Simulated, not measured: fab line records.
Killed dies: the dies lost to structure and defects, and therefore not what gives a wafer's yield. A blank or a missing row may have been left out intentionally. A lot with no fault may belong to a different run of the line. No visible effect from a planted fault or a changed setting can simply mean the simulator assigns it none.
Chamber matching :: flow n5-finfet :: N5_MOL_CONTACT_COAG_ETCHBACK_132 on rie-diel-03: 4 sister chambers
The step etches SiO2 in CHF3, target depth 10 nm, time 6.7 s. 4 wafers are shown with their chamber, then 12 later ones without.

WAFERS WITH THEIR CHAMBER
wafer: L085.5
chamber: 0
showerhead-plenum-p-Torr (Torr): 2.44

wafer: L088.2
chamber: 3
showerhead-plenum-p-Torr (Torr): 2.42

wafer: L088.3
chamber: 2
showerhead-plenum-p-Torr (Torr): 2.29

wafer: L088.5
chamber: 1
showerhead-plenum-p-Torr (Torr): 2.27

WAFERS WITH NO CHAMBER GIVEN
wafer: L089.2
showerhead-plenum-p-Torr (Torr): 2.27

wafer: L089.4
showerhead-plenum-p-Torr (Torr): 2.42

wafer: L089.6
showerhead-plenum-p-Torr (Torr): 2.29

wafer: L090.1
showerhead-plenum-p-Torr (Torr): 2.27

wafer: L090.5
showerhead-plenum-p-Torr (Torr): 2.27

wafer: L090.6
showerhead-plenum-p-Torr (Torr): 2.29

wafer: L094.4
showerhead-plenum-p-Torr (Torr): 2.42

wafer: L094.5
showerhead-plenum-p-Torr (Torr): 2.27

wafer: L094.6
showerhead-plenum-p-Torr (Torr): 2.44

wafer: L096.1
showerhead-plenum-p-Torr (Torr): 2.27

wafer: L096.2
showerhead-plenum-p-Torr (Torr): 2.28

wafer: L096.3
showerhead-plenum-p-Torr (Torr): 2.42

CHAMBER TAKEN BY EACH
wafer: L089.2
from the rows above: 1
in truth: 1

wafer: L089.4
from the rows above: 3
in truth: 3

wafer: L089.6
from the rows above: 2
in truth: 2

wafer: L090.1
from the rows above: 1
in truth: 1

wafer: L090.5
from the rows above: 1
in truth: 1

wafer: L090.6
from the rows above: 2
in truth: 2

wafer: L094.4
from the rows above: 3
in truth: 3

wafer: L094.5
from the rows above: 1
in truth: 1

wafer: L094.6
from the rows above: 0
in truth: 0

wafer: L096.1
from the rows above: 1
in truth: 1

wafer: L096.2
from the rows above: can't be placed: 1 or 2
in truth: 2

wafer: L096.3
from the rows above: 3
in truth: 3
Correctly placed: 11 of 12. From these rows, 1 cannot be placed; in 1 the true chamber is one of the candidates. 0 placed wrongly.
How it was worked out, from the rows above alone: a wafer's distance from a chamber is the root of the sum, over the readings, of the square of ((its reading less the chamber's mean) divided by the reading's scatter). The wafer belongs to the nearest chamber; if the next one is less than 2 further off, it can't be placed. Each chamber's mean is taken over the wafers shown for it. The scatter: root of mean squared gap, hidden wafer to nearest shown wafer, with one shown wafer a chamber.
